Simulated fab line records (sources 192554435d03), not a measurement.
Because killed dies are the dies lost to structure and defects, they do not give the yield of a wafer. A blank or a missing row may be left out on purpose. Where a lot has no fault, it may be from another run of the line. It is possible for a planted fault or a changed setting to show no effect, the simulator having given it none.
fab line records | flow n5_finfet
[record] lots = 10 | wafers = 30 | last_day = 19
route steps=1938 shown BEOL_M1@819 BEOL_M4@1111
lots with no fault: from the same line, run without faults
start_h: hours from the record's opening day to when the first of the lot's shown wafers began | wait_h: hours elapsed since this lot's preceding step | " repeats the value in the row above | L1.1+2: a single row standing in for several wafers | - either no value or no given start | * or withheld: withheld | < > ~ a bound
route shown NAME@n: NAME is a module with steps in the file, n the number in the route of the first one | usual: the fault-free wafers' mean and standard deviation | same: alike in all rows | chamber/n: place in a boat | sites: the reading at each site | _std_site: standard deviation of those values | _edge_site: outer sites' mean less inner sites' | radius_mm: for every site, how far away it sits from the centre of the wafer | mask NAME#n: copy n | behind: the most recent tool/chamber to have shaped the wafer | hold: why the lot was held/for how many hours/how that ended | device: transistor that didn't switch, given as n, p or np | end of line: the route-end tests of the same wafers | for a step that has no rows: nothing shown but its recipe | killed: not the wafer's yield, but the dies lost to structure and defects at the first sort | map: a wafer's dies, x killed, . not, _ none there
set.NAME: the setting as run; set.NAME@STEP: as run at that earlier step | model.NAME: the simulator's own value behind a step, which no gauge read
steps of the route over a sample of lots; a table a step, a row a wafer
services: a tool's chamber out of use, with start hour (start_h, from the record's first day; less than 0 if before it), hours out, and reason
[[steps]]
[step N5_BEOL_M1_ANNEAL_82]
[recipe] temp_c = 400 | time_s = 240 | ambient = vacuum
[usual] heater_power_w = 846/83
lot.wafer | tool           | chamber | start_h | wait_h | heater_power_w
L591.2    | pvd_sputter-01 | -       | 153.56  | 0.0    | 893
L591.4    | "              | -       | "       | "      | 699
L591.5    | "              | -       | "       | "      | 842
L590.2    | pvd_sputter-03 | -       | 155.04  | 0.0    | 895
L590.5    | "              | -       | "       | "      | 969
L590.6    | "              | -       | "       | "      | 911
L593.2    | pvd_sputter-01 | -       | 157.32  | 0.0    | 842
L593.3    | "              | -       | "       | "      | 868
L593.6    | "              | -       | "       | "      | 825
L594.1    | pvd_sputter-03 | -       | 157.84  | 0.0    | 918
L594.2    | "              | -       | "       | "      | 775
L594.6    | "              | -       | "       | "      | 803
L598.3    | pvd_sputter-02 | -       | 185.99  | 0.0    | 884
L598.5    | "              | -       | "       | "      | 1001
L598.6    | "              | -       | "       | "      | 867
L599.2    | pvd_sputter-01 | -       | 187.40  | 0.0    | 805
L599.3    | "              | -       | "       | "      | 867
L599.4    | "              | -       | "       | "      | 838
L601.4    | pvd_sputter-01 | -       | 197.80  | 0.0    | 831
L601.5    | "              | -       | "       | "      | 821
L601.6    | "              | -       | "       | "      | 837
L604.2    | pvd_sputter-01 | -       | 215.75  | 0.0    | 861
L604.3    | "              | -       | "       | "      | 720
L604.4    | "              | -       | "       | "      | 814
L611.1    | pvd_sputter-02 | -       | 258.97  | 0.0    | 786
L611.4    | "              | -       | "       | "      | 854
L611.5    | "              | -       | "       | "      | 891
L613.3    | pvd_sputter-02 | -       | 267.52  | 0.0    | 1023
L613.4    | "              | -       | "       | "      | 770
L613.5    | "              | -       | "       | "      | 1002
[step N5_BEOL_M1_SPUTTER_90]
[recipe] material = Cu | target_thk_a = 45 | temp_c = -20 | chamber_pressure_pa = 0.07 | power_w = withheld | time_s = 8.29
[usual] chamber_pressure_pa = 0.07002/0.00013 | throttle_valve_pct = 30.2/0.96
lot.wafer | tool           | chamber | start_h | wait_h | chamber_pressure_pa | throttle_valve_pct
L591.2    | pvd_sputter-01 | -       | 154.14  | 0.1    | 0.07008             | 30.7
L591.4    | "              | -       | "       | "      | 0.06968             | 29.9
L591.5    | "              | -       | "       | "      | 0.07009             | 28.2
L590.2    | pvd_sputter-03 | -       | 155.62  | 0.1    | 0.07011             | 30.0
L590.5    | "              | -       | "       | "      | 0.07014             | 29.7
L590.6    | "              | -       | "       | "      | 0.06998             | 30.1
L593.2    | pvd_sputter-01 | -       | 157.90  | 0.1    | 0.07002             | 28.2
L593.3    | "              | -       | "       | "      | 0.06992             | 30.5
L593.6    | "              | -       | "       | "      | 0.07001             | 27.8
L594.1    | pvd_sputter-03 | -       | 158.42  | 0.1    | 0.07001             | 30.0
L594.2    | "              | -       | "       | "      | 0.0701              | 31.5
L594.6    | "              | -       | "       | "      | 0.07001             | 31.7
L598.3    | pvd_sputter-02 | -       | 186.57  | 0.1    | 0.06996             | 31.7
L598.5    | "              | -       | "       | "      | 0.07                | 30.3
L598.6    | "              | -       | "       | "      | 0.06997             | 30.2
L599.2    | pvd_sputter-01 | -       | 187.98  | 0.1    | 0.07015             | 30.2
L599.3    | "              | -       | "       | "      | 0.07016             | 30.6
L599.4    | "              | -       | "       | "      | 0.07                | 27.8
L601.4    | pvd_sputter-01 | -       | 198.38  | 0.1    | 0.06692             | 30.7
L601.5    | "              | -       | "       | "      | 0.06673             | 30.8
L601.6    | "              | -       | "       | "      | 0.067               | 28.8
L604.2    | pvd_sputter-01 | -       | 216.33  | 0.1    | 0.06714             | 31.5
L604.3    | "              | -       | "       | "      | 0.06696             | 30.8
L604.4    | "              | -       | "       | "      | 0.067               | 30.8
L611.1    | pvd_sputter-02 | -       | 259.55  | 0.1    | 0.0701              | 29.7
L611.4    | "              | -       | "       | "      | 0.07028             | 29.7
L611.5    | "              | -       | "       | "      | 0.06997             | 31.5
L613.3    | pvd_sputter-02 | -       | 268.10  | 0.1    | 0.07011             | 30.1
L613.4    | "              | -       | "       | "      | 0.06999             | 29.7
L613.5    | "              | -       | "       | "      | 0.06992             | 30.5
[step N5_BEOL_M1_SPUTTER_94]
[recipe] material = Cu | target_thk_a = 45 | temp_c = -20 | chamber_pressure_pa = 0.07 | power_w = withheld | time_s = 8.29
[usual] chamber_pressure_pa = 0.07/0.00015 | throttle_valve_pct = 30.2/0.96
lot.wafer | tool           | chamber | start_h | wait_h | chamber_pressure_pa | throttle_valve_pct
L591.2    | pvd_sputter-01 | -       | 154.58  | 0.1    | 0.07006             | 30.5
L591.4    | "              | -       | "       | "      | 0.07011             | 30.2
L591.5    | "              | -       | "       | "      | 0.0699              | 28.0
L590.2    | pvd_sputter-03 | -       | 156.06  | 0.1    | 0.07003             | 30.2
L590.5    | "              | -       | "       | "      | 0.06994             | 29.8
L590.6    | "              | -       | "       | "      | 0.07001             | 30.0
L593.2    | pvd_sputter-01 | -       | 158.34  | 0.1    | 0.07025             | 28.3
L593.3    | "              | -       | "       | "      | 0.07014             | 30.5
L593.6    | "              | -       | "       | "      | 0.06994             | 28.2
L594.1    | pvd_sputter-03 | -       | 158.86  | 0.1    | 0.07018             | 30.0
L594.2    | "              | -       | "       | "      | 0.07                | 31.7
L594.6    | "              | -       | "       | "      | 0.07005             | 31.7
L598.3    | pvd_sputter-02 | -       | 187.01  | 0.1    | 0.07031             | 31.8
L598.5    | "              | -       | "       | "      | 0.06988             | 30.1
L598.6    | "              | -       | "       | "      | 0.06992             | 29.8
L599.2    | pvd_sputter-01 | -       | 188.42  | 0.1    | 0.07016             | 30.0
L599.3    | "              | -       | "       | "      | 0.07007             | 30.6
L599.4    | "              | -       | "       | "      | 0.07005             | 28.3
L601.4    | pvd_sputter-01 | -       | 198.82  | 0.1    | 0.07005             | 30.2
L601.5    | "              | -       | "       | "      | 0.07004             | 30.2
L601.6    | "              | -       | "       | "      | 0.07006             | 28.1
L604.2    | pvd_sputter-01 | -       | 216.77  | 0.1    | 0.07001             | 30.1
L604.3    | "              | -       | "       | "      | 0.06978             | 30.2
L604.4    | "              | -       | "       | "      | 0.07012             | 30.1
L611.1    | pvd_sputter-02 | -       | 259.99  | 0.1    | 0.07003             | 29.5
L611.4    | "              | -       | "       | "      | 0.06998             | 29.8
L611.5    | "              | -       | "       | "      | 0.06975             | 31.9
L613.3    | pvd_sputter-02 | -       | 268.54  | 0.1    | 0.06988             | 30.1
L613.4    | "              | -       | "       | "      | 0.06997             | 29.8
L613.5    | "              | -       | "       | "      | 0.06981             | 30.3
[step N5_BEOL_M1_ANNEAL_51]
[recipe] temp_c = 225 | time_s = 90 | ambient = N2
[usual] wafer_temp_C_max = 225.89/0.25
lot.wafer | tool          | chamber | start_h | wait_h | wafer_temp_C_max
L591.2    | rtp_anneal-01 | 0       | 155.04  | 0.1    | 225.76
L591.4    | "             | 0       | "       | "      | 225.74
L591.5    | "             | 0       | "       | "      | 225.73
L590.2    | rtp_anneal-02 | 0       | 156.71  | 0.2    | 226.39
L590.5    | "             | 0       | "       | "      | 226.67
L590.6    | "             | 0       | "       | "      | 226.18
L593.2    | rtp_anneal-02 | 0       | 158.80  | 0.1    | 225.95
L593.3    | "             | 0       | "       | "      | 226.12
L593.6    | "             | 0       | "       | "      | 226.31
L594.1    | rtp_anneal-02 | 0       | 159.29  | 0.1    | 226.19
L594.2    | "             | 0       | "       | "      | 226.28
L594.6    | "             | 0       | "       | "      | 226.10
L598.3    | rtp_anneal-01 | 0       | 187.52  | 0.1    | 226.03
L598.5    | "             | 0       | "       | "      | 226.28
L598.6    | "             | 0       | "       | "      | 225.90
L599.2    | rtp_anneal-02 | 0       | 188.88  | 0.1    | 225.91
L599.3    | "             | 0       | "       | "      | 225.74
L599.4    | "             | 0       | "       | "      | 225.80
L601.4    | rtp_anneal-01 | 0       | 199.47  | 0.3    | 225.66
L601.5    | "             | 0       | "       | "      | 225.56
L601.6    | "             | 0       | "       | "      | 225.80
L604.2    | rtp_anneal-01 | 0       | 217.28  | 0.2    | 225.51
L604.3    | "             | 0       | "       | "      | 225.65
L604.4    | "             | 0       | "       | "      | 225.62
L611.1    | rtp_anneal-02 | 0       | 260.40  | 0.1    | 225.87
L611.4    | "             | 0       | "       | "      | 225.88
L611.5    | "             | 0       | "       | "      | 225.86
L613.3    | rtp_anneal-01 | 0       | 269.05  | 0.1    | 225.87
L613.4    | "             | 0       | "       | "      | 225.92
L613.5    | "             | 0       | "       | "      | 225.89
[step N5_BEOL_M4_RC_MEAS_101]
[usual] DIBL_N = 36.6/1.9 | DIBL_P = 36.7/2.2 | IOFF_N = 0.16/0.035 | IOFF_P = 0.22/0.038 | ION_N = 672/14 | ION_P = 462/8.3 | SS_N = 71.6/0.65 | SS_P = 73.5/0.72 | VT_N = 250/3.5 | VT_P = -250/3.1
lot.wafer | tool      | chamber | start_h | wait_h | DIBL_N[mV/V] | DIBL_P[mV/V] | IOFF_N[nA/um] | IOFF_P[nA/um] | ION_N[uA/um] | ION_P[uA/um] | SS_N[mV/dec] | SS_P[mV/dec] | VT_N[mV] | VT_P[mV]
L591.2    | prober-02 | 0       | 202.64  | 0.2    | 37.8         | 36.2         | 0.15          | 0.21          | 666          | 459          | 71.6         | 72.7         | 250      | -249
L591.4    | "         | 0       | "       | "      | 42.0         | 40.1         | 0.27          | 0.27          | 682          | 458          | 73.9         | 74.7         | 245      | -249
L591.5    | "         | 0       | "       | "      | 34.8         | 33.9         | 0.13          | 0.18          | 680          | 468          | 71.1         | 72.6         | 252      | -251
L590.2    | prober-01 | 0       | 203.17  | 0.2    | 39.2         | 40.5         | 0.22          | 0.34          | 686          | 483          | 71.1         | 74.5         | 243      | -239
L590.5    | "         | 0       | "       | "      | 37.5         | 39.0         | 0.17          | 0.29          | 677          | 471          | 71.0         | 73.9         | 247      | -244
L590.6    | "         | 0       | "       | "      | 33.2         | 32.6         | 0.10          | 0.18          | 646          | 455          | 69.9         | 72.5         | 255      | -252
L594.1    | prober-02 | 0       | 207.69  | 0.0    | 36.5         | 36.7         | 0.15          | 0.19          | 653          | 448          | 71.6         | 73.3         | 254      | -258
L594.2    | "         | 0       | "       | "      | 34.4         | 34.7         | 0.12          | 0.16          | 667          | 453          | 71.0         | 72.7         | 254      | -257
L594.6    | "         | 0       | "       | "      | 33.4         | 32.6         | 0.11          | 0.14          | 650          | 442          | 70.7         | 71.6         | 257      | -257
L593.2    | prober-02 | 0       | 213.24  | 0.2    | 35.1         | 35.1         | 0.14          | 0.18          | 679          | 466          | 71.7         | 72.6         | 252      | -252
L593.3    | "         | 0       | "       | "      | 36.8         | 37.9         | 0.16          | 0.22          | 668          | 460          | 71.1         | 74.0         | 253      | -251
L593.6    | "         | 0       | "       | "      | 35.6         | 36.8         | 0.15          | 0.21          | 680          | 469          | 70.9         | 72.8         | 250      | -249
L598.3    | prober-01 | 0       | 238.77  | 0.3    | 36.2         | 36.5         | 0.14          | 0.21          | 674          | 459          | 71.4         | 73.3         | 256      | -252
L598.5    | "         | 0       | "       | "      | 36.9         | 37.1         | 0.16          | 0.23          | 673          | 467          | 71.7         | 74.2         | 251      | -245
L598.6    | "         | 0       | "       | "      | 35.3         | 35.5         | 0.13          | 0.20          | 674          | 465          | 71.0         | 73.5         | 251      | -250
L599.2    | prober-02 | 0       | 249.28  | 0.2    | 36.3         | 36.6         | 0.15          | 0.21          | 678          | 468          | 71.1         | 73.3         | 252      | -252
L599.3    | "         | 0       | "       | "      | 37.3         | 38.0         | 0.16          | 0.23          | 659          | 459          | 71.4         | 74.0         | 250      | -248
L599.4    | "         | 0       | "       | "      | 36.5         | 37.6         | 0.16          | 0.22          | 681          | 463          | 71.4         | 73.7         | 247      | -250
L601.4    | prober-01 | 0       | 254.94  | 0.5    | 32.7         | 34.8         | 0.12          | 0.18          | 655          | 459          | 70.9         | 72.7         | 252      | -252
L601.5    | "         | 0       | "       | "      | 36.4         | 38.2         | 0.18          | 0.23          | 670          | 466          | 72.2         | 73.1         | 249      | -249
L601.6    | "         | 0       | "       | "      | 33.4         | 34.6         | 0.12          | 0.18          | 665          | 460          | 71.6         | 72.6         | 253      | -252
L604.2    | prober-02 | 0       | 279.73  | 0.2    | 34.9         | 35.8         | 0.13          | 0.18          | 671          | 456          | 72.0         | 73.1         | 253      | -253
L604.3    | "         | 0       | "       | "      | 36.9         | 37.6         | 0.18          | 0.22          | 673          | 454          | 72.6         | 73.7         | 250      | -250
L604.4    | "         | 0       | "       | "      | 36.8         | 38.6         | 0.17          | 0.24          | 672          | 463          | 71.8         | 73.5         | 249      | -248
L611.1    | prober-02 | 0       | 326.31  | 0.0    | 38.1         | 37.1         | 0.19          | 0.25          | 669          | 458          | 71.4         | 73.8         | 249      | -248
L611.4    | "         | 0       | "       | "      | 35.2         | 34.2         | 0.14          | 0.19          | 680          | 466          | 71.2         | 72.6         | 251      | -250
L611.5    | "         | 0       | "       | "      | 35.7         | 34.4         | 0.14          | 0.21          | 678          | 474          | 71.6         | 73.6         | 249      | -248
L613.3    | prober-01 | 0       | 328.16  | 0.3    | 37.0         | 38.4         | 0.17          | 0.22          | 674          | 467          | 71.4         | 73.3         | 251      | -250
L613.4    | "         | 0       | "       | "      | 36.8         | 38.0         | 0.17          | 0.24          | 676          | 459          | 72.2         | 74.1         | 248      | -248
L613.5    | "         | 0       | "       | "      | 38.7         | 39.6         | 0.20          | 0.26          | 694          | 470          | 72.2         | 73.6         | 249      | -248
[[services]]
tool           | chamber | start_h | hours | kind
pvd_sputter-02 | -       | 134.88  | 5.2   | repair
pvd_sputter-03 | -       | 139.96  | 3.3   | repair
pvd_sputter-02 | -       | 168.67  | 3.0   | repair
[[key]]
[first_sign] step = N5_BEOL_M1_SPUTTER_90 | reading = chamber_pressure_pa | direction = down | sigmas = 24 | usual = 0.07002 | struck = 0.06696
effect none on later readings
met_at N5_BEOL_M1_SPUTTER_90
struck_lots L601,L604
not_acting_at N5_BEOL_M1_ANNEAL_82,N5_BEOL_M1_SPUTTER_94,N5_BEOL_M1_ANNEAL_51
onset_between 187.98 198.38
[fault] kind = process_parameter_drift | tool = pvd_sputter-01 | chamber = - | onset_h = 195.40 | steps = N5_BEOL_M1_SPUTTER_90 | channel = chamber_pressure_pa | offset = -0.0029564 | shape = step | end_h = 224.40 | acts_in = these_recipes_only | stated = 0.07
